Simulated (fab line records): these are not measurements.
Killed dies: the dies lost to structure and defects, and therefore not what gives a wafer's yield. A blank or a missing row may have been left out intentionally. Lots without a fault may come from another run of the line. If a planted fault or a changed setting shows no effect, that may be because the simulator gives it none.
fab line records + flow nand-harc
record:
- lots: 13
- wafers: 39
- last-day: 25
route steps=1159 shown P_M2@343 P_BONDPAD@376 END@1159
lots untouched by any fault: they come from a run of this same line in which no faults occurred
start-h: start of the lot's first displayed wafer, in hours after the record's first day + wait-h: hours from the lot's prior step to this one + " repeats the value in the row above + L1.1+2: a row that stands for several wafers + - value missing, or start not given + * or withheld: withheld + < > ~ a bound
route shown NAME@n: NAME is a module with steps in the file, n the number in the route of the first one + usual: mean and standard deviation over wafers with no fault + same: alike in all rows + chamber/n: place in a boat + sites: per-site readings + _std_site: standard deviation of those values + _edge_site: outer sites' mean less inner sites' + radius-mm: for every site, how far away it sits from the centre of the wafer + mask NAME#n: copy n + behind: the most recent tool/chamber to have shaped the wafer + hold: why the lot went on hold/how many hours it stayed there/how the hold came to an end + device: the transistor (n, p or np) that didn't switch + end of line: at the end of the route, the tests of the same wafers + a step without rows: its recipe alone + killed: the dies lost at the first sort to structure and to defects; this is not the yield of the wafer + map: dies across one wafer; x = killed, . = not, _ = none there
set.NAME: the setting that was run; set.NAME@STEP: the one run at that earlier step + model.NAME: the simulator's own value behind a step, which no gauge read
route steps across a sampled set of lots; one table per step, one row per wafer
services: a tool's chamber out of use, with start hour (start-h, from the record's first day; less than 0 if before it), hours out, and reason
== steps ==
step: NHARC_P_M2_ANNEAL_31
recipe:
- temp-c: 225
- time-s: 90
usual:
- wafer_temp_C_max: 225.9/0.33
| lot.wafer | tool          | chamber | start-h | wait-h | wafer_temp_C_max |
|-----------|---------------|---------|---------|--------|------------------|
| L378.1    | rtp-anneal-02 | 0       | 120.25  | -      | 225.9            |
| L378.3    | "             | 0       | "       | "      | 225.6            |
| L378.4    | "             | 0       | "       | "      | 225.9            |
| L379.1    | rtp-anneal-01 | 0       | 135.64  | 0.3    | 226.4            |
| L379.4    | "             | 0       | "       | "      | 225.9            |
| L379.5    | "             | 0       | "       | "      | 225.8            |
| L381.1    | rtp-anneal-01 | 0       | 150.51  | 0.3    | 225.8            |
| L381.2    | "             | 0       | "       | "      | 226.5            |
| L381.3    | "             | 0       | "       | "      | 226.3            |
| L383.1    | rtp-anneal-02 | 0       | 158.80  | 0.3    | 225.5            |
| L383.2    | "             | 0       | "       | "      | 225.7            |
| L383.3    | "             | 0       | "       | "      | 225.7            |
| L385.2    | rtp-anneal-02 | 0       | 175.45  | -      | 225.6            |
| L385.5    | "             | 0       | "       | "      | 225.9            |
| L385.6    | "             | 0       | "       | "      | 225.7            |
| L386.1    | rtp-anneal-02 | 0       | 175.97  | 0.3    | 225.7            |
| L386.4    | "             | 0       | "       | "      | 225.7            |
| L386.6    | "             | 0       | "       | "      | 225.7            |
| L393.1    | rtp-anneal-02 | 0       | 222.30  | -      | 225.5            |
| L393.5    | "             | 0       | "       | "      | 225.5            |
| L393.6    | "             | 0       | "       | "      | 225.6            |
| L396.1    | rtp-anneal-02 | 0       | 233.17  | 0.3    | 225.5            |
| L396.5    | "             | 0       | "       | "      | 225.6            |
| L396.6    | "             | 0       | "       | "      | 225.3            |
| L398.1    | rtp-anneal-01 | 0       | 236.26  | 0.5    | 226.5            |
| L398.4    | "             | 0       | "       | "      | 225.8            |
| L398.6    | "             | 0       | "       | "      | 226.0            |
| L397.2    | rtp-anneal-01 | 0       | 237.07  | 0.3    | 226.2            |
| L397.3    | "             | 0       | "       | "      | 226.3            |
| L397.6    | "             | 0       | "       | "      | 226.4            |
| L399.3    | rtp-anneal-02 | 0       | 251.99  | 0.3    | 225.4            |
| L399.5    | "             | 0       | "       | "      | 225.4            |
| L399.6    | "             | 0       | "       | "      | 225.3            |
| L400.1    | rtp-anneal-02 | 0       | 252.80  | -      | 225.8            |
| L400.2    | "             | 0       | "       | "      | 225.8            |
| L400.4    | "             | 0       | "       | "      | 225.6            |
| L401.2    | rtp-anneal-02 | 0       | 267.39  | 0.3    | 225.7            |
| L401.3    | "             | 0       | "       | "      | 225.8            |
| L401.4    | "             | 0       | "       | "      | 225.6            |
step: NHARC_P_M2_PRE_CLEAN_32
recipe:
- time-s: 12
- temp-c: 370
- rf-power-w: 300
- gas: NH3
usual:
- heater-power-w: 609/68
| lot.wafer | tool     | chamber | start-h | wait-h | heater-power-w | since-wet-clean-h |
|-----------|----------|---------|---------|--------|----------------|-------------------|
| L378.3    | pecvd-04 | 0       | 123.87  | 2.8    | 604            | 97                |
| L378.1    | "        | 2       | "       | "      | 597            | 97                |
| L378.4    | "        | 2       | "       | "      | 598            | -                 |
| L379.1    | pecvd-01 | 0       | 136.88  | 0.1    | 738            | 68                |
| L379.5    | "        | 2       | "       | "      | 519            | -                 |
| L379.4    | "        | 0       | "       | "      | 737            | -                 |
| L381.2    | pecvd-01 | 0       | 151.73  | 0.1    | 701            | 83                |
| L381.3    | "        | 1       | "       | "      | 630            | 83                |
| L381.1    | "        | 2       | "       | "      | 468            | 83                |
| L383.2    | pecvd-04 | 0       | 159.69  | 0.1    | 676            | 133               |
| L383.1    | "        | 1       | "       | "      | 695            | 133               |
| L383.3    | "        | 2       | "       | "      | 518            | 133               |
| L385.2    | pecvd-02 | 1       | 176.28  | 0.1    | 609            | 10                |
| L385.6    | "        | 2       | "       | "      | 551            | -                 |
| L385.5    | "        | 0       | "       | "      | 590            | -                 |
| L386.1    | pecvd-02 | 0       | 176.98  | 0.2    | 498            | 11                |
| L386.6    | "        | 0       | "       | "      | 505            | -                 |
| L386.4    | "        | 1       | "       | "      | 612            | -                 |
| L393.1    | pecvd-04 | 0       | 223.21  | 0.1    | 598            | 15                |
| L393.6    | "        | 2       | "       | "      | 570            | -                 |
| L393.5    | "        | 0       | "       | "      | 603            | -                 |
| L396.1    | pecvd-01 | 2       | 234.08  | 0.1    | 480            | 165               |
| L396.5    | "        | 1       | "       | "      | 554            | -                 |
| L396.6    | "        | 2       | "       | "      | 467            | -                 |
| L398.1    | pecvd-02 | 2       | 237.16  | 0.1    | 587            | 71                |
| L398.4    | "        | 1       | "       | "      | 678            | -                 |
| L398.6    | "        | 2       | "       | "      | 598            | -                 |
| L397.3    | pecvd-02 | 1       | 237.90  | 0.1    | 676            | 72                |
| L397.2    | "        | 0       | "       | "      | 552            | 72                |
| L397.6    | "        | 2       | "       | "      | 563            | -                 |
| L399.3    | pecvd-02 | 0       | 252.78  | 0.1    | 549            | 87                |
| L399.6    | "        | 2       | "       | "      | 542            | -                 |
| L399.5    | "        | 0       | "       | "      | 561            | -                 |
| L400.1    | pecvd-02 | 1       | 253.69  | 0.1    | 610            | 87                |
| L400.2    | "        | 2       | "       | "      | 522            | 87                |
| L400.4    | "        | 0       | "       | "      | 593            | -                 |
| L401.2    | pecvd-02 | 2       | 268.24  | 0.1    | 544            | 102               |
| L401.3    | "        | 0       | "       | "      | 609            | 102               |
| L401.4    | "        | 0       | "       | "      | 583            | -                 |
step: NHARC_P_BONDPAD_PVD_17
recipe:
- target-thk-a: 50
- bias-v: 168.6
- power-w: 15000
- chamber-pressure-pa: 0.12
- time-s: 8.06
- substrate-temp-c: 50
- material: TaN
usual:
- throttle-valve-pct: 30.2/0.43
| lot.wafer | tool           | chamber | start-h | wait-h | throttle-valve-pct |
|-----------|----------------|---------|---------|--------|--------------------|
| L378.4    | pvd-sputter-01 | -       | 127.02  | -      | 30.9               |
| L378.3    | "              | -       | "       | "      | 30.7               |
| L378.1    | "              | -       | "       | "      | 30.2               |
| L379.4    | pvd-sputter-03 | -       | 139.77  | -      | 29.7               |
| L379.1    | "              | -       | "       | "      | 30.5               |
| L379.5    | "              | -       | "       | "      | 29.8               |
| L381.1    | pvd-sputter-01 | -       | 154.91  | -      | 31.1               |
| L381.3    | "              | -       | "       | "      | 30.8               |
| L381.2    | "              | -       | "       | "      | 30.5               |
| L383.2    | pvd-sputter-03 | -       | 162.68  | -      | 29.6               |
| L383.1    | "              | -       | "       | "      | 30.9               |
| L383.3    | "              | -       | "       | "      | 30.2               |
| L383.2    | pvd-sputter-03 | -       | 162.95  | -      | 29.7               |
| L383.1    | "              | -       | "       | "      | 30.5               |
| L383.3    | "              | -       | "       | "      | 30.5               |
| L385.2    | pvd-sputter-02 | -       | 179.31  | -      | 30.0               |
| L385.5    | "              | -       | "       | "      | 30.1               |
| L385.6    | "              | -       | "       | "      | 29.3               |
| L386.1    | pvd-sputter-03 | -       | 179.97  | -      | 30.6               |
| L386.4    | "              | -       | "       | "      | 30.2               |
| L386.6    | "              | -       | "       | "      | 29.7               |
| L386.1    | pvd-sputter-03 | -       | 180.24  | -      | 30.5               |
| L386.4    | "              | -       | "       | "      | 30.2               |
| L386.6    | "              | -       | "       | "      | 29.7               |
| L393.1    | pvd-sputter-03 | -       | 226.19  | -      | 30.8               |
| L393.6    | "              | -       | "       | "      | 30.2               |
| L393.5    | "              | -       | "       | "      | 29.7               |
| L396.1    | pvd-sputter-02 | -       | 236.90  | -      | 30.8               |
| L396.6    | "              | -       | "       | "      | 30.6               |
| L396.5    | "              | -       | "       | "      | 29.5               |
| L398.4    | pvd-sputter-03 | -       | 239.98  | -      | 30.4               |
| L398.1    | "              | -       | "       | "      | 29.5               |
| L398.6    | "              | -       | "       | "      | 30.1               |
| L397.3    | pvd-sputter-03 | -       | 240.91  | -      | 29.6               |
| L397.2    | "              | -       | "       | "      | 30.1               |
| L397.6    | "              | -       | "       | "      | 29.7               |
| L399.3    | pvd-sputter-01 | -       | 255.81  | -      | 30.7               |
| L399.5    | "              | -       | "       | "      | 30.5               |
| L399.6    | "              | -       | "       | "      | 30.2               |
| L400.1    | pvd-sputter-01 | -       | 256.84  | -      | 30.1               |
| L400.4    | "              | -       | "       | "      | 31.1               |
| L400.2    | "              | -       | "       | "      | 30.6               |
| L401.3    | pvd-sputter-02 | -       | 271.20  | -      | 29.4               |
| L401.4    | "              | -       | "       | "      | 29.7               |
| L401.2    | "              | -       | "       | "      | 30.4               |
step: NHARC_P_BONDPAD_INSPECT_23
usual:
- raw-defect-count: 326/120
| lot.wafer | tool              | chamber | start-h | wait-h | raw-defect-count |
|-----------|-------------------|---------|---------|--------|------------------|
| L378.1    | defect-inspect-02 | -       | 128.85  | 0.0    | 331              |
| L378.3    | "                 | -       | "       | "      | 396              |
| L378.4    | "                 | -       | "       | "      | 319              |
| L379.1    | defect-inspect-01 | -       | 141.27  | 0.0    | 266              |
| L379.4    | "                 | -       | "       | "      | 358              |
| L379.5    | "                 | -       | "       | "      | 303              |
| L381.1    | defect-inspect-02 | -       | 156.40  | 0.0    | 371              |
| L381.2    | "                 | -       | "       | "      | 346              |
| L381.3    | "                 | -       | "       | "      | 294              |
| L383.1    | defect-inspect-01 | -       | 164.99  | 0.0    | 230              |
| L383.2    | "                 | -       | "       | "      | 272              |
| L383.3    | "                 | -       | "       | "      | 266              |
| L385.2    | defect-inspect-02 | -       | 180.78  | 0.1    | 464              |
| L385.5    | "                 | -       | "       | "      | 417              |
| L385.6    | "                 | -       | "       | "      | 392              |
| L386.1    | defect-inspect-02 | -       | 181.77  | 0.0    | 301              |
| L386.4    | "                 | -       | "       | "      | 253              |
| L386.6    | "                 | -       | "       | "      | 284              |
| L393.1    | defect-inspect-02 | -       | 227.66  | 0.0    | 262              |
| L393.5    | "                 | -       | "       | "      | 276              |
| L393.6    | "                 | -       | "       | "      | 302              |
| L396.1    | defect-inspect-02 | -       | 238.46  | 0.0    | 871              |
| L396.5    | "                 | -       | "       | "      | 612              |
| L396.6    | "                 | -       | "       | "      | 590              |
| L398.1    | defect-inspect-01 | -       | 241.47  | 0.0    | 305              |
| L398.4    | "                 | -       | "       | "      | 389              |
| L398.6    | "                 | -       | "       | "      | 217              |
| L397.2    | defect-inspect-02 | -       | 242.43  | 0.0    | 275              |
| L397.3    | "                 | -       | "       | "      | 546              |
| L397.6    | "                 | -       | "       | "      | 271              |
| L399.3    | defect-inspect-02 | -       | 257.27  | 0.0    | 210              |
| L399.5    | "                 | -       | "       | "      | 191              |
| L399.6    | "                 | -       | "       | "      | 248              |
| L400.1    | defect-inspect-01 | -       | 258.34  | 0.0    | 405              |
| L400.2    | "                 | -       | "       | "      | 420              |
| L400.4    | "                 | -       | "       | "      | 399              |
| L401.2    | defect-inspect-01 | -       | 272.70  | 0.0    | 327              |
| L401.3    | "                 | -       | "       | "      | 192              |
| L401.4    | "                 | -       | "       | "      | 353              |
step: NHARC_END_SORT_01
recipe:
- temp-c: 25
usual:
- defect-limited-yield: 95.6/1.4
- killed-at-array: 25/9.2
- killed-at-other: 0.8/1.2
- killed-at-periphery: 3.9/2.6
- killed-dies: 30/9.7
- killed-open: 3.4/1.9
- killed-short: 2.0/1.4
- sort_bin_2_pct: 1.4/0.62
- sort_bin_3_pct: 0.24/0.2
- sort_bin_4_pct: 2.8/0.92
- sort-n-pass: 647/9.7
- sort-rim-yield-pct: 94/3.3
- sort-yield-pct: 95.6/1.4
same:
- gross-dies: 677
- sort_bin_5_pct[%]: 0
- sort_bin_6_pct[%]: 0
- sort_bin_7_pct[%]: 0
- sort_bin_8_pct[%]: 0
- sort-rim-n-gross: 106.00
| lot.wafer | tool      | chamber | start-h | wait-h | defect-limited-yield[%] | killed-at-array | killed-at-other | killed-at-periphery | killed-dies | killed-open | killed-short | sort_bin_2_pct[%] | sort_bin_3_pct[%] | sort_bin_4_pct[%] | sort-n-pass | sort-rim-yield-pct[%] | sort-yield-pct[%] |
|-----------|-----------|---------|---------|--------|-------------------------|-----------------|-----------------|---------------------|-------------|-------------|--------------|-------------------|-------------------|-------------------|-------------|-----------------------|-------------------|
| L396.1    | prober-01 | 0       | 543.94  | 2.5    | 95.9                    | 25              | 1               | 2                   | 28          | 1           | 1            | 1.5               | 0                 | 2.7               | 649         | 98                    | 95.9              |
| L396.5    | prober-01 | 0       | 547.14  | 3.7    | 95.7                    | 24              | 1               | 4                   | 29          | 5           | 1            | 1.0               | 0.15              | 3.1               | 648         | 96                    | 95.7              |
| L396.6    | prober-01 | 0       | 547.94  | 4.0    | 96.2                    | 26              | 0               | 0                   | 26          | 1           | 0            | 1.6               | 0.15              | 2.1               | 651         | 93                    | 96.2              |
| L397.2    | prober-01 | 0       | 552.55  | 2.8    | 98.1                    | 10              | 2               | 1                   | 13          | 3           | 3            | 0.3               | 0                 | 1.6               | 664         | 94                    | 98.1              |
| L397.3    | prober-01 | 0       | 553.36  | 3.1    | 97.5                    | 14              | 0               | 3                   | 17          | 8           | 2            | 0.4               | 0.15              | 1.9               | 660         | 92                    | 97.5              |
| L397.6    | prober-01 | 0       | 555.78  | 4.0    | 97.6                    | 15              | 1               | 0                   | 16          | 1           | 3            | 0.6               | 0.44              | 1.3               | 661         | 97                    | 97.6              |
killed by level:class
L396.1 A_CHANNEL_HOLE_D1:chamber-film-flake=17 A_STAIRCASE:chamber-film-flake=5 P_M0:geometric-particle:open=1 P_M2:geometric-particle:short=1 A_SLIT:chamber-film-flake=1 A_WL_FILL:chamber-film-flake=1 A_CONTACT:chamber-film-flake=1 THIN_TSV:chamber-film-flake=1
L396.5 A_CHANNEL_HOLE_D1:chamber-film-flake=18 A_STAIRCASE:chamber-film-flake=3 P_CONTACT:geometric-particle:open=1 P_M0:geometric-particle:open=1 P_M1:geometric-particle:short=1 P_BONDPAD:geometric-particle:open=1 A_BLC:geometric-particle:open=1 A_M1:geometric-particle:open=1
L396.6 A_STAIRCASE:chamber-film-flake=13 A_CHANNEL_HOLE_D1:chamber-film-flake=11 A_ONON_D1:geometric-particle:open=1 A_WL_FILL:chamber-film-flake=1
L397.2 A_CHANNEL_HOLE_D1:chamber-film-flake=3 A_CONTACT:geometric-particle:open=2 A_CONTACT:chamber-film-flake=2 THIN_TSV:chamber-film-flake=2 P_M0:geometric-particle:open=1 A_SOURCE_PLATE:geometric-particle:short=1 A_ONON_D1:geometric-particle:short=1 A_BONDPAD:geometric-particle:short=1
L397.3 A_CHANNEL_HOLE_D1:chamber-film-flake=6 A_M0:geometric-particle:open=2 P_GATE:geometric-particle:short=1 P_GATE:geometric-particle:open=1 P_M1:geometric-particle:open=1 A_ONON_D1:geometric-particle:open=1 A_CHANNEL_HOLE_D1:geometric-particle:short=1 A_CONTACT:geometric-particle:open=1
L397.6 A_CHANNEL_HOLE_D1:chamber-film-flake=7 A_WL_FILL:chamber-film-flake=2 A_CONTACT:chamber-film-flake=2 A_CHANNEL_FILL_D1:geometric-particle:short=1 A_WL_FILL:geometric-particle:short=1 A_CONTACT:geometric-particle:open=1 A_CONTACT:geometric-particle:short=1 THIN_TSV:chamber-film-flake=1
== services ==
| tool           | chamber | start-h | hours | kind       |
|----------------|---------|---------|-------|------------|
| pecvd-02       | -       | 97.76   | 32.9  | repair     |
| pvd-sputter-03 | -       | 102.05  | 10.0  | pm         |
| pecvd-04       | -       | 121.78  | 1.6   | repair     |
| pecvd-04       | -       | 146.60  | 0.6   | repair     |
| pecvd-02       | -       | 153.24  | 13.0  | pm         |
| pecvd-02       | 0       | 153.24  | 13.0  | vent-cycle |
| pecvd-02       | 1       | 153.24  | 13.0  | vent-cycle |
| pecvd-02       | 2       | 153.24  | 13.0  | vent-cycle |
| pecvd-01       | -       | 153.33  | 4.3   | repair     |
| pvd-sputter-01 | -       | 158.00  | 10.0  | pm         |
| pecvd-02       | 0       | 166.24  | -     | clean      |
| pecvd-02       | 1       | 166.24  | -     | clean      |
| pecvd-02       | 2       | 166.24  | -     | clean      |
| pecvd-04       | -       | 195.00  | 13.0  | pm         |
| pecvd-04       | 0       | 195.00  | 13.0  | vent-cycle |
| pecvd-04       | 1       | 195.00  | 13.0  | vent-cycle |
| pecvd-04       | 2       | 195.00  | 13.0  | vent-cycle |
| pecvd-04       | 0       | 208.00  | -     | clean      |
| pecvd-04       | 1       | 208.00  | -     | clean      |
| pvd-sputter-02 | -       | 214.04  | 10.0  | pm         |
| pecvd-04       | -       | 218.25  | 0.7   | repair     |
| pecvd-01       | -       | 237.14  | 13.0  | pm         |
| pvd-sputter-01 | -       | 247.25  | 2.6   | repair     |
| pecvd-02       | 0       | 259.88  | 4.5   | repair     |
== key ==
first-sign:
- step: NHARC_P_BONDPAD_PVD_17
- reading: visit
- direction: added
effect none on later readings
met-at NHARC_P_BONDPAD_PVD_17
struck-lots L383,L386
not-acting-at NHARC_P_M2_ANNEAL_31,NHARC_P_M2_PRE_CLEAN_32,NHARC_P_BONDPAD_INSPECT_23
fault:
- kind: repeated-step-whole
- tool: pvd-sputter-01,pvd-sputter-02,pvd-sputter-03
- chamber: -
- onset-h: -
- steps: NHARC_P_BONDPAD_PVD_17
- times: 1
- scope: struck-lots-only
